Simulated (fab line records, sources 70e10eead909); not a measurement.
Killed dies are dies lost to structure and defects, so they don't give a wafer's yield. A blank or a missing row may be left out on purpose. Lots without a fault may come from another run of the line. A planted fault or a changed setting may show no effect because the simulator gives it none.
One fault seen from 2 desks | flow nand_harc | each desk has only its own numbers; what lay behind them comes last

THE TOOL OWNER'S DESK: grinder-01
The tool's own readings at NHARC_THIN_TSV_GRIND_00: means of the sampled wafers that have a number, for each lot that ran on this tool. A lot is out of limits, marked OUT, if its mean lies more than 4 standard deviations from the usual mean; the brackets give that distance.
Columns: A = motor_current_A at NHARC_THIN_TSV_GRIND_00, usual 12.002 A
lot  | first seen here | A
L767 | day 19 02:28    | 12.000
L768 | day 19 03:50    | 12.011
L770 | day 19 05:14    | 12.004
L769 | day 19 07:58    | 11.997
L771 | day 20 00:11    | 12.010
L772 | day 20 01:22    | 12.003
L773 | day 20 02:34    | 12.001
L774 | day 20 06:09    | 12.000
L777 | day 21 05:16    | 11.997
L775 | day 21 06:05    | 11.991
L779 | day 22 15:02    | 11.985
This desk's finding: nothing out of limits on any of the 11 lots.

THE DEFECT DESK
What the inspections along the route counted, lot by lot: means of the sampled wafers that have a number. A lot is out of limits, marked OUT, if its mean lies more than 4 standard deviations from the usual mean; the brackets give that distance.
Columns: A = raw_defect_count at NHARC_HYBRID_BOND_INSPECT_06, usual 37
lot  | first seen here | A
L767 | day 19 01:07    | 32
L768 | day 19 01:08    | 23
L770 | day 19 01:08    | 35
L769 | day 19 05:28    | 12
L771 | day 19 23:50    | 27
L772 | day 19 23:50    | 35
L773 | day 19 23:52    | 32
L774 | day 20 06:00    | 44
L775 | day 21 04:43    | 39
L777 | day 21 04:43    | 27
L779 | day 22 14:07    | 19
This desk's finding: nothing out of limits on any of the 11 lots.

PUT TOGETHER
The tool owner's desk saw nothing out of limits.
The defect desk saw nothing out of limits.

WHAT THE SIMULATOR HAD PUT IN
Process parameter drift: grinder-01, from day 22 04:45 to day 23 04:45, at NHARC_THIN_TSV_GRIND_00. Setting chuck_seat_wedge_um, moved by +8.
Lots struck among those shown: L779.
